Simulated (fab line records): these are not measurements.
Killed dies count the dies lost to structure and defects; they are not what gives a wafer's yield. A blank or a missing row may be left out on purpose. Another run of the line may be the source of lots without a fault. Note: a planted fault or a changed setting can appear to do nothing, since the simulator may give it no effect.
Which tool is to blame? ; flow nandHarc ; 72 wafers from 24 lots sampled at 2 of the route's 1302 steps

## WHAT THE GAUGES SHOWED, per wafer
NHARC_P_ZERO_WELL_CD_MEAS_11: the cd target is 500 nm.
lot;measured;on;cdNm (nm)
L074;day 1 21:11;cdSem-01;499.8 500.2 499.3
L075;day 2 07:14;cdSem-03;503.1 503.5 503.7
L076;day 2 17:14;cdSem-02;497.5 501.1 499.6
L077;day 3 03:14;cdSem-01;500.1 499.7 501.3
L078;day 3 13:16;cdSem-02;499.9 496.7 500.3
L079;day 3 23:14;cdSem-03;499.5 498.7 499.1
L080;day 4 09:07;cdSem-01;497.5 498.4 500.6
L081;day 4 19:14;cdSem-03;498.8 499.1 499.6
L082;day 5 05:14;cdSem-03;495.9 497.5 501.2
L083;day 5 15:14;cdSem-02;504.7 502.3 500.5
L084;day 6 01:19;cdSem-03;499.7 499.5 501.1
L085;day 6 11:14;cdSem-02;502.6 500.4 503.0
L086;day 6 21:07;cdSem-01;500.2 498.1 500.8
L087;day 7 07:15;cdSem-02;499.7 501.5 499.2
L088;day 7 17:15;cdSem-03;502.3 498.4 500.3
L089;day 8 03:07;cdSem-02;501.9 500.0 500.0
L090;day 8 13:07;cdSem-01;499.3 498.1 499.2
L091;day 8 23:08;cdSem-03;501.7 498.7 501.4
L092;day 9 09:08;cdSem-02;502.0 499.6 496.9
L093;day 9 19:14;cdSem-01;500.7 503.5 503.4
L094;day 10 05:14;cdSem-02;498.2 502.0 500.9
L095;day 10 15:16;cdSem-01;500.0 499.9 499.8
L096;day 11 01:15;cdSem-02;501.2 498.2 501.3
L097;day 11 11:14;cdSem-02;494.2 501.5 498.4

NHARC_P_GATE_CD_MEAS_26: the cd target is 120 nm.
lot;measured;on;cdNm (nm)
L074;day 4 23:10;cdSem-01;119.2 119.8 119.5
L075;day 5 12:58;cdSem-01;120.5 119.8 120.3
L076;day 5 20:47;cdSem-01;119.7 119.7 119.7
L077;day 6 07:05;cdSem-01;120.2 119.2 120.4
L078;day 6 18:41;cdSem-02;120.1 120.0 119.7
L079;day 7 06:41;cdSem-03;120.5 121.1 120.6
L080;day 7 21:25;cdSem-02;120.6 120.6 120.6
L081;day 7 21:39;cdSem-01;119.1 120.4 120.5
L082;day 8 07:26;cdSem-01;119.1 119.9 119.6
L083;day 8 20:53;cdSem-03;120.5 120.1 120.3
L084;day 9 03:23;cdSem-01;120.4 120.0 120.0
L085;day 9 17:48;cdSem-02;119.5 119.0 119.1
L086;day 9 17:08;cdSem-02;120.1 119.3 120.1
L087;day 10 13:18;cdSem-03;120.3 120.8 120.1
L088;day 11 06:58;cdSem-01;120.3 120.1 120.6
L089;day 11 06:19;cdSem-02;120.2 119.8 120.0
L090;day 11 20:01;cdSem-03;118.5 118.6 119.6
L091;day 12 00:13;cdSem-03;120.2 120.1 119.7
L092;day 12 12:37;cdSem-03;119.9 120.4 120.8
L093;day 13 02:17;cdSem-01;120.6 121.1 119.8
L094;day 13 12:22;cdSem-02;120.3 119.5 120.8
L095;day 13 13:08;cdSem-03;119.7 119.9 119.5
L096;day 14 02:55;cdSem-03;119.1 119.9 120.4
L097;day 14 10:38;cdSem-03;120.7 120.2 119.9

## WHAT TOOL EACH LOT RAN ON (gives the tool, then ch and the chambers of the sampled wafers, and finally the start)
The record shows no process step preceding these readings.

## WHAT THE TOOLS THEMSELVES READ (means of the sampled wafers that have a number; where no wafer has one, the mark that the record gives instead)
The record holds no such reading with a usual standard deviation.

## THE ANSWER, worked out from the rows above alone
Rule: the usual values come from the lots themselves. The widest of any qualifying gaps counts: lots, ordered by their means at a reading, are off when they make up no more than a third of the lots, leave a main group of 4 or more, and stand apart from it by 3 or more times the standard deviation of that group's means. A main group whose means are all the same, to the digits that the tables above print for the reading, isn't used. A lot without any number at a reading at which 4 lots or more have one is off too. Where the step has rows for the other lots, those lots are counted as sound. First the gauges in route order, then the tools' own readings, where a lot's mean is used as printed above. The first step at which some lot is off is used, and at that step the reading that is off furthest; a lot without a number counts as furthest.
No lot is off on any of the readings shown, so nothing can be concluded from this.

## WHAT THE SIMULATOR PUT IN
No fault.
